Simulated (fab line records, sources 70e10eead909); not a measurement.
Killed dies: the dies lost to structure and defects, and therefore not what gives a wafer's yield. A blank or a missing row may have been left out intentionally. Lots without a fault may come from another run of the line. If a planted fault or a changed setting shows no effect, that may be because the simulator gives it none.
Comparing a struck lot with a sound one :: flow nandHarc :: 14 out of 1159 route steps
Sound: wafers L334.2, L334.3, L334.4. Struck: wafers L342.3, L342.4 (left out: L342.6, a lot-mate that was not struck); the cause follows at the end.
For every step that has rows: the tool of each side, followed by ch and its chambers, followed by its first start. Under that, the readings that differ: sound wafers :: struck wafers :: difference of the means :: sigmas: that difference in standard deviations of wafers without a fault.
alike: readings whose means differ by less than 2 such deviations, and words and numbers that are the same on both sides. not compared: withheld readings, readings that some wafer has no value for, bounds like >300 that may hide the same value, and numbers for which the record gives no deviation and whose values overlap.
A row with sigmas, a row that says differs or no value, or rows on one side alone: a step with any of these is where the two part. Numbers that have no deviation but don't overlap get no sigmas and don't part them. Lack of a reading on every wafer of one side parts them only where that side has two or more wafers.

NHARC_A_WL_FILL_CVD_03: deposits W, target thk 40 nm, time 3302 s.
  sound on cvdW-02 ch 0,1, day 16 05:59; struck on cvdW-02 ch 0,1, day 17 19:41
  alike: heaterPowerW, throttleValvePct
then, 1 step without rows for these wafers: NHARC_A_WL_FILL_ETCHBACK_04 (etches the open film in NF3, target depth 60 nm, time 120 s).
NHARC_A_WL_FILL_ETCHBACK_05: etches the open film in Cl2/BCl3, target depth 22 nm, time 60 s.
  sound on rieMetal-03 ch 0,1, day 16 09:06; struck on rieMetal-03 ch 0,1, day 17 22:20
  alike: drypumpMotorCurrentA, oesProductAu
  not compared: rfHoursCounterH
NHARC_A_WL_FILL_STRIP_27: strips in N2/H2, time 20 s.
  sound on plasmaAsher-01 ch 0,1, day 16 09:17; struck on plasmaAsher-02 ch 0,1, day 17 22:29
reading: drypumpMotorCurrentA (A)
sound: 6.0 6.1 6.0
struck: 5.3 5.4
difference: -0.7
sigmas: -2
  alike: heaterPowerW
  not compared: rfHoursCounterH
then, 4 steps without rows for these wafers: NHARC_A_WL_FILL_STRIP_28 (strips in post etch residue remover, time 1200 s); NHARC_A_WL_FILL_PRECLEAN_06 (cleans in DIW, time 300 s); NHARC_A_WL_FILL_SRD_07; NHARC_A_WL_FILL_ANNEAL_08 (time 1800 s).
NHARC_A_WL_FILL_ALD_10: deposits SiO2, target thk 50 nm, pulse time 10 s, ald cycles 500.
  sound on aldHk-03 ch 0,2,3, day 16 14:31; struck on aldHk-03 ch 2,3, day 18 03:35
  alike: heaterPowerW, precursorPulseHeightRel
NHARC_A_WL_FILL_ETCHBACK_16: etches the open film in C4F8/O2/Ar, target depth 88 nm, time 17.6 s.
  sound on rieDiel-09 ch 0,2,3; struck on rieDiel-05 ch 1,3
reading: rfHoursCounterH (h)
sound: 3.9 4.0 4.0
struck: - -
difference: no value on the struck wafers
sigmas: 
  alike: oesProductAu, rfVppV
then, 1 step without rows for these wafers: NHARC_A_WL_FILL_STRIP_29 (strips in O2, time 20 s).
NHARC_A_WL_FILL_ETCHBACK_17: etches the open film in Cl2/BCl3, target depth 4 nm, time 26.7 s.
  sound on rieMetal-01 ch 0,1, day 16 19:22; struck on rieMetal-02 ch 0,1, day 18 08:00
reading: oesProductAu (a.u.)
sound: 0.999 0.993 1.001
struck: 1.244 1.293
difference: +0.271
sigmas: +18
  alike: drypumpMotorCurrentA
  not compared: rfHoursCounterH
then, 2 steps without rows for these wafers: NHARC_A_WL_FILL_PRECLEAN_18 (cleans in dHF, time 30 s); NHARC_END_SORT_01.

== WHERE THEY PART ==
Earliest at NHARC_A_WL_FILL_STRIP_27; latest, in this record, at NHARC_A_WL_FILL_ETCHBACK_17.

WHY: the cause the simulator had injected
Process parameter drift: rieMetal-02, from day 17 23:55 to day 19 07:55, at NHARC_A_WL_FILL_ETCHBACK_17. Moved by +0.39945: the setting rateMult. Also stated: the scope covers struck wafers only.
